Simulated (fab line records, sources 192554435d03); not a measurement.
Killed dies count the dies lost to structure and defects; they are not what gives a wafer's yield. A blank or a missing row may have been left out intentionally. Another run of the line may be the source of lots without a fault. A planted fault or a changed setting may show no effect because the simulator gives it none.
fab line records -- flow n5Finfet
record lots=9, wafers=27, lastDay=18
route steps=1938 shown MOL_CONTACT_COAG@592 BEOL_M4@1111
lots untouched by any fault: they come from a run of this same line in which no faults occurred
startH: start of the lot's first displayed wafer, in hours after the record's first day -- waitH: time in hours since the lot's previous step -- " the same as in the row above -- L1.1+2: several wafers, shown together as one row -- - no value, or no start given -- * or withheld: withheld -- < > ~ a bound
route shown NAME@n: NAME is a module with steps in the file, n the number in the route of the first one -- usual: mean/standard deviation of fault-free wafers -- same: alike in all rows -- chamber/n: place in a boat -- sites: readings site by site -- _std_site: standard deviation across them -- _edge_site: inner sites' mean taken away from outer sites' mean -- radiusMm: for every site, how far away it sits from the centre of the wafer -- mask NAME#n: copy n -- behind: the last tool/chamber to shape the wafer -- hold: why the lot was held/for how many hours/how that ended -- device: the transistor (n, p or np) that didn't switch -- end of line: tests of these same wafers at the route's end -- where a step has no rows: the recipe by itself -- killed: the dies lost at the first sort to structure and to defects; this is not the yield of the wafer -- map: dies across one wafer; x = killed, . = not, _ = none there
set.NAME: the run value of the setting; set.NAME@STEP: its run value at that earlier step -- model.NAME: the simulator's own value behind a step, which no gauge read
one table for each step of the route and one row for each wafer, over a sample of lots
services: the hour from which a tool's chamber was out of use, counted from the record's first day as startH (under 0 if before that day), plus the number of hours and why
## steps
# step N5_MOL_CONTACT_COAG_CD_MEAS_137
# recipe targetCdNm=16
# usual cdNm=15.96/0.3
lot.wafer,tool,chamber,startH,waitH,cdNm
L219.2,cdSem-01,-,99.46,0.0,15.63
L219.3,cdSem-01,-,99.46,0.0,15.84
L219.4,cdSem-01,-,99.46,0.0,16.01
L221.1,cdSem-03,-,108.53,0.0,16.03
L221.2,cdSem-03,-,108.53,0.0,16.59
L221.5,cdSem-03,-,108.53,0.0,16.70
L228.3,cdSem-02,-,155.72,0.0,16.56
L228.4,cdSem-02,-,155.72,0.0,15.97
L228.5,cdSem-02,-,155.72,0.0,16.13
L229.1,cdSem-03,-,157.90,0.0,15.76
L229.5,cdSem-03,-,157.90,0.0,15.61
L229.6,cdSem-03,-,157.90,0.0,15.48
L231.2,cdSem-03,-,171.19,0.0,15.89
L231.3,cdSem-03,-,171.19,0.0,15.97
L231.6,cdSem-03,-,171.19,0.0,16.11
L232.2,cdSem-03,-,179.72,0.0,16.14
L232.3,cdSem-03,-,179.72,0.0,15.77
L232.5,cdSem-03,-,179.72,0.0,15.69
L235.2,cdSem-02,-,195.93,0.0,16.38
L235.3,cdSem-02,-,195.93,0.0,16.02
L235.5,cdSem-02,-,195.93,0.0,16.16
L239.1,cdSem-01,-,218.24,0.0,15.74
L239.4,cdSem-01,-,218.24,0.0,15.97
L239.5,cdSem-01,-,218.24,0.0,15.32
L242.2,cdSem-01,-,243.36,0.0,15.93
L242.4,cdSem-01,-,243.36,0.0,15.49
L242.5,cdSem-01,-,243.36,0.0,16.19
# step N5_MOL_CONTACT_COAG_ETCH_65
# recipe chemistry=N2/H2, target=underlayer, targetDepthA=130, maskMaterial=CAR-EUV, timeS=10.4, ionEnergyEv=200, pressureMtorr=30, sourceW=840, biasW=150, n2FlowSccm=200, h2FlowSccm=200, ends=cleared
# usual drypumpMotorCurrentA=5.6/0.34, etchRfOnTimeS=10.40/0.23, oesProductAu=0.70/0.076, rfVppV=525.0/2.3, showerheadPlenumPTorr=2.59/0.08, throttleValvePct=17.8/0.34
lot.wafer,tool,chamber,startH,waitH,drypumpMotorCurrentA,etchRfOnTimeS,oesProductAu,rfHoursCounterH,rfVppV,showerheadPlenumPTorr,throttleValvePct
L219.2,rieDiel-04,1,100.07,0.0,5.7,10.55,0.59,233,527.3,2.61,18.0
L219.3,rieDiel-04,2,100.07,0.0,5.7,10.17,0.78,19,525.1,2.60,17.3
L219.4,rieDiel-04,3,100.07,0.0,5.5,10.04,0.83,7,527.5,2.60,17.2
L221.1,rieDiel-04,3,109.16,0.0,5.5,10.00,0.83,10,526.3,2.60,17.3
L221.2,rieDiel-04,2,109.16,0.0,5.7,10.18,0.77,22,523.6,2.60,17.3
L221.5,rieDiel-04,2,109.16,0.0,5.7,10.23,0.77,-,526.0,2.60,17.3
L228.3,rieDiel-04,2,156.20,0.0,5.7,7.27,0.92,38,525.3,2.60,17.4
L228.4,rieDiel-04,2,156.20,0.0,5.7,7.34,0.92,-,527.3,2.60,17.4
L228.5,rieDiel-04,0,156.20,0.0,5.4,10.22,0.71,-,530.6,2.70,18.1
L229.1,rieDiel-04,0,158.50,0.0,5.4,10.24,0.72,55,527.2,2.70,18.1
L229.5,rieDiel-04,2,158.50,0.0,5.7,7.31,0.91,-,525.1,2.60,17.4
L229.6,rieDiel-04,3,158.50,0.0,5.5,9.93,0.79,-,525.7,2.59,17.3
L231.2,rieDiel-06,1,172.18,0.0,5.3,10.22,0.65,132,520.5,2.45,18.2
L231.3,rieDiel-06,3,172.18,0.0,6.5,10.61,0.61,206,526.0,2.63,18.2
L231.6,rieDiel-06,2,172.18,0.0,5.0,10.38,0.70,-,522.3,2.46,18.0
L232.2,rieDiel-06,0,180.49,0.0,5.5,10.54,0.62,194,523.9,2.53,17.7
L232.3,rieDiel-06,3,180.49,0.0,6.5,10.44,0.61,208,525.9,2.62,18.2
L232.5,rieDiel-06,2,180.49,0.0,5.0,10.39,0.70,-,523.5,2.46,18.1
L235.2,rieDiel-03,0,196.40,0.0,5.0,10.46,0.74,48,522.0,2.48,17.8
L235.3,rieDiel-03,2,196.40,0.0,5.7,10.45,0.75,34,528.1,2.70,17.4
L235.5,rieDiel-03,3,196.40,0.0,5.7,10.39,0.83,-,524.8,2.61,18.1
L239.1,rieDiel-03,0,218.85,0.0,5.0,10.50,0.72,55,522.0,2.48,17.8
L239.4,rieDiel-03,3,218.85,0.0,5.7,10.44,0.81,-,526.4,2.61,18.1
L239.5,rieDiel-03,0,218.85,0.0,5.0,10.55,0.73,-,520.6,2.48,17.8
L242.2,rieDiel-04,2,243.96,0.0,5.7,10.28,0.72,70,522.9,2.58,17.4
L242.4,rieDiel-04,0,243.96,0.0,5.4,10.33,0.68,86,527.3,2.69,18.2
L242.5,rieDiel-04,1,243.96,0.0,5.8,10.23,0.77,-,525.5,2.59,17.7
# step N5_MOL_CONTACT_COAG_ETCH_66
# recipe chemistry=CF4, target=SiARC, targetDepthA=130, maskMaterial=CAR-EUV, timeS=21.7, ionEnergyEv=80, pressureMtorr=40, sourceW=545, biasW=36, Ar_flow_sccm=100, cf4FlowSccm=100, ends=cleared
# usual drypumpMotorCurrentA=5.5/0.34, etchRfOnTimeS=21.7/0.47, oesProductAu=0.70/0.075, rfVppV=184.4/1, showerheadPlenumPTorr=2.18/0.061, throttleValvePct=15.56/0.3
lot.wafer,tool,chamber,startH,waitH,drypumpMotorCurrentA,etchRfOnTimeS,oesProductAu,rfHoursCounterH,rfVppV,showerheadPlenumPTorr,throttleValvePct
L219.2,rieDiel-04,1,100.09,0.0,5.7,22.1,0.58,233,184.7,2.20,15.81
L219.3,rieDiel-04,2,100.09,0.0,5.7,21.1,0.78,19,183.8,2.19,15.04
L219.4,rieDiel-04,3,100.09,0.0,5.5,20.8,0.83,7,184.0,2.19,15.05
L221.1,rieDiel-04,3,109.18,0.0,5.5,21.1,0.82,10,185.0,2.19,15.06
L221.2,rieDiel-04,2,109.18,0.0,5.7,21.5,0.77,22,185.2,2.18,15.06
L221.5,rieDiel-04,2,109.18,0.0,5.7,21.4,0.77,-,184.1,2.18,15.05
L228.3,rieDiel-04,2,156.22,0.0,5.7,21.2,0.75,38,185.5,2.18,15.10
L228.4,rieDiel-04,2,156.22,0.0,5.7,21.2,0.75,-,184.2,2.18,15.10
L228.5,rieDiel-04,0,156.22,0.0,5.4,21.3,0.71,-,185.7,2.25,15.75
L229.1,rieDiel-04,0,158.52,0.0,5.4,21.2,0.72,55,185.8,2.25,15.76
L229.5,rieDiel-04,2,158.52,0.0,5.7,21.4,0.74,-,185.6,2.18,15.08
L229.6,rieDiel-04,3,158.52,0.0,5.5,21.1,0.78,-,183.9,2.18,15.11
L231.2,rieDiel-06,1,172.20,0.0,5.3,21.3,0.65,132,183.2,2.06,15.89
L231.3,rieDiel-06,3,172.20,0.0,6.5,22.0,0.61,206,184.5,2.21,15.78
L231.6,rieDiel-06,2,172.20,0.0,5.0,21.7,0.70,-,183.0,2.09,15.78
L232.2,rieDiel-06,0,180.51,0.0,5.5,21.9,0.62,194,184.7,2.14,15.56
L232.3,rieDiel-06,3,180.51,0.0,6.5,22.0,0.60,208,185.8,2.21,15.79
L232.5,rieDiel-06,2,180.51,0.0,5.0,21.8,0.69,-,183.2,2.09,15.78
L235.2,rieDiel-03,0,196.42,0.0,5.1,21.6,0.73,48,184.0,2.09,15.60
L235.3,rieDiel-03,2,196.42,0.0,5.6,22.2,0.74,34,184.9,2.28,15.25
L235.5,rieDiel-03,3,196.42,0.0,5.7,21.4,0.84,-,185.2,2.19,15.71
L239.1,rieDiel-03,0,218.87,0.0,5.1,21.8,0.74,55,182.9,2.09,15.63
L239.4,rieDiel-03,3,218.87,0.0,5.7,21.9,0.81,-,184.8,2.19,15.72
L239.5,rieDiel-03,0,218.87,0.0,5.0,22.0,0.72,-,183.5,2.09,15.61
L242.2,rieDiel-04,2,243.98,0.0,5.7,21.3,0.71,70,183.9,2.17,15.15
L242.4,rieDiel-04,0,243.98,0.0,5.4,21.3,0.68,86,186.6,2.24,15.81
L242.5,rieDiel-04,1,243.98,0.0,5.7,21.4,0.77,-,185.1,2.19,15.41
# step N5_MOL_CONTACT_COAG_STRIP_49
# recipe chemistry=N2/H2, timeS=30, powerW=1000, tempC=250, pressureMtorr=withheld, n2FlowSccm=1750, h2FlowSccm=3250
# usual drypumpMotorCurrentA=5.7/0.61, heaterPowerW=346/29
lot.wafer,tool,chamber,startH,waitH,drypumpMotorCurrentA,heaterPowerW,rfHoursCounterH
L219.2,plasmaAsher-02,0,100.72,-,5.7,323,39
L219.3,plasmaAsher-02,0,100.72,-,5.7,329,-
L219.4,plasmaAsher-02,1,100.72,-,4.9,388,-
L221.1,plasmaAsher-01,1,109.80,-,6.6,330,99
L221.2,plasmaAsher-01,0,109.80,-,6.1,321,99
L221.5,plasmaAsher-01,1,109.80,-,6.6,337,-
L228.3,plasmaAsher-02,1,156.86,-,4.9,383,-
L228.4,plasmaAsher-02,0,156.86,-,5.7,335,-
L228.5,plasmaAsher-02,1,156.86,-,4.9,387,-
L229.1,plasmaAsher-02,1,159.19,-,4.9,388,53
L229.5,plasmaAsher-02,1,159.19,-,4.9,390,-
L229.6,plasmaAsher-02,0,159.19,-,5.7,332,-
L231.2,plasmaAsher-02,0,172.83,-,5.7,321,57
L231.3,plasmaAsher-02,0,172.83,-,5.7,326,-
L231.6,plasmaAsher-02,0,172.83,-,5.8,331,-
L232.2,plasmaAsher-02,0,181.13,-,5.7,327,58
L232.3,plasmaAsher-02,0,181.13,-,5.7,320,-
L232.5,plasmaAsher-02,0,181.13,-,5.7,318,-
L235.2,plasmaAsher-01,1,197.10,-,6.6,329,114
L235.3,plasmaAsher-01,0,197.10,-,6.1,334,-
L235.5,plasmaAsher-01,1,197.10,-,6.6,334,-
L239.1,plasmaAsher-01,1,219.49,-,6.6,335,122
L239.4,plasmaAsher-01,0,219.49,-,6.1,322,-
L239.5,plasmaAsher-01,1,219.49,-,6.6,341,-
L242.2,plasmaAsher-02,1,244.60,-,4.9,382,65
L242.4,plasmaAsher-02,1,244.60,-,4.9,390,-
L242.5,plasmaAsher-02,0,244.60,-,5.7,323,-
# step N5_BEOL_M4_RC_MEAS_101
# usual DIBL_N=36.4/1.4, DIBL_P=36.3/1.8, IOFF_N=0.163/0.024, IOFF_P=0.21/0.034, ION_N=673/11, ION_P=461/7.4, SS_N=71.6/0.52, SS_P=73.3/0.58, VT_N=249.4/2.5, VT_P=-250/3.5
lot.wafer,tool,chamber,startH,waitH,DIBL_N[mV/V],DIBL_P[mV/V],IOFF_N[nA/um],IOFF_P[nA/um],ION_N[uA/um],ION_P[uA/um],SS_N[mV/dec],SS_P[mV/dec],VT_N[mV],VT_P[mV]
L219.2,prober-02,0,168.13,0.2,36.6,36.5,0.169,0.20,686,462,70.9,72.7,248.1,-253
L219.3,prober-02,0,168.13,0.2,35.5,34.1,0.153,0.18,669,451,70.7,72.3,248.6,-252
L219.4,prober-02,0,168.13,0.2,36.9,37.0,0.187,0.21,699,465,71.5,73.4,246.2,-252
L221.1,prober-01,0,175.17,0.0,37.2,38.0,0.170,0.25,663,456,71.9,73.8,245.9,-246
L221.2,prober-01,0,175.17,0.0,37.2,37.4,0.169,0.24,668,462,71.2,73.4,249.0,-248
L221.5,prober-01,0,175.17,0.0,37.5,38.2,0.181,0.24,666,459,71.9,73.8,246.9,-248
L229.1,prober-02,0,218.60,0.0,37.4,37.7,0.189,0.24,675,464,71.9,73.2,245.7,-250
L229.5,prober-02,0,218.60,0.0,37.1,37.6,0.195,0.24,708,472,71.1,73.7,246.1,-247
L229.6,prober-02,0,218.60,0.0,35.2,35.3,0.146,0.20,686,470,71.2,73.1,252.9,-251
L228.3,prober-01,0,225.25,0.3,36.0,35.9,0.159,0.20,652,450,72.2,73.1,250.4,-250
L228.4,prober-01,0,225.25,0.3,34.4,34.8,0.137,0.18,651,451,70.9,72.5,252.9,-254
L228.5,prober-01,0,225.25,0.3,35.0,34.5,0.145,0.18,659,446,71.7,73.3,254.1,-253
L231.2,prober-01,0,239.74,0.2,35.9,36.1,0.165,0.21,677,465,71.0,73.2,247.3,-251
L231.3,prober-01,0,239.74,0.2,38.3,39.3,0.228,0.28,700,470,71.9,74.8,245.2,-246
L231.6,prober-01,0,239.74,0.2,35.1,35.2,0.151,0.20,670,458,71.2,73.3,249.2,-251
L232.2,prober-01,0,255.33,0.2,35.8,37.2,0.162,0.23,688,474,70.9,72.8,247.3,-246
L232.3,prober-01,0,255.33,0.2,35.5,36.3,0.154,0.21,684,465,71.5,72.7,248.5,-248
L232.5,prober-01,0,255.33,0.2,37.7,37.8,0.188,0.27,680,469,71.4,73.5,244.9,-244
L235.2,prober-02,0,261.20,0.2,37.7,35.9,0.174,0.21,663,451,72.5,73.4,252.2,-249
L235.3,prober-02,0,261.20,0.2,35.0,33.7,0.124,0.17,661,455,71.4,73.3,254.1,-250
L235.5,prober-02,0,261.20,0.2,35.7,33.7,0.138,0.17,653,448,71.8,72.7,252.6,-256
L239.1,prober-01,0,286.41,0.0,39.8,39.1,0.201,0.26,667,458,71.8,74.0,250.8,-245
L239.4,prober-01,0,286.41,0.0,38.6,37.8,0.186,0.25,684,467,71.5,73.6,249.1,-245
L239.5,prober-01,0,286.41,0.0,38.2,37.4,0.171,0.23,666,463,71.7,73.3,248.9,-247
L242.2,prober-01,0,306.09,0.2,37.4,35.5,0.158,0.23,674,466,71.0,73.2,249.3,-247
L242.4,prober-01,0,306.09,0.2,40.3,38.7,0.217,0.30,691,465,72.4,73.9,245.3,-242
L242.5,prober-01,0,306.09,0.2,36.6,33.9,0.146,0.22,656,458,71.6,72.1,254.2,-247
## services
tool,chamber,startH,hours,kind
plasmaAsher-02,-,106.61,13.5,repair
rieDiel-03,0,111.09,14.0,repair
plasmaAsher-01,-,135.25,28.1,pm
rieDiel-03,3,148.21,-,clean
rieDiel-03,3,148.21,-,consumableReplace:focusRing
rieDiel-03,3,148.21,29.4,scheduledDown
rieDiel-03,3,148.21,29.4,ventCycle
rieDiel-04,1,149.34,-,clean
rieDiel-04,1,149.34,-,consumableReplace:focusRing
rieDiel-04,1,149.34,18.4,scheduledDown
rieDiel-04,1,149.34,18.4,ventCycle
plasmaAsher-02,-,184.37,34.4,repair
rieDiel-03,1,211.40,-,clean
rieDiel-03,1,211.40,-,consumableReplace:focusRing
rieDiel-03,1,211.40,17.4,scheduledDown
rieDiel-03,1,211.40,17.4,ventCycle
rieDiel-06,3,226.21,11.0,repair
## key
firstSign step=N5_MOL_CONTACT_COAG_ETCH_65, reading=etchRfOnTimeS, direction=down, sigmas=13, usual=*, struck=*
effect step=N5_MOL_CONTACT_COAG_ETCH_65, reading=oesProductAu, direction=up, sigmas=2.8, usual=0.70, struck=0.92
metAt N5_MOL_CONTACT_COAG_ETCH_65
struckLots L228,L229
struckWafers L228.3,L228.4,L229.5
notActingAt N5_MOL_CONTACT_COAG_CD_MEAS_137,N5_MOL_CONTACT_COAG_ETCH_66,N5_MOL_CONTACT_COAG_STRIP_49
onsetBetween 109.16 156.20
fault kind=processParameterDrift, tool=rieDiel-04, chamber=2, onsetH=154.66, steps=N5_MOL_CONTACT_COAG_ETCH_65, channel=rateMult, offset=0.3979, shape=step, endH=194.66
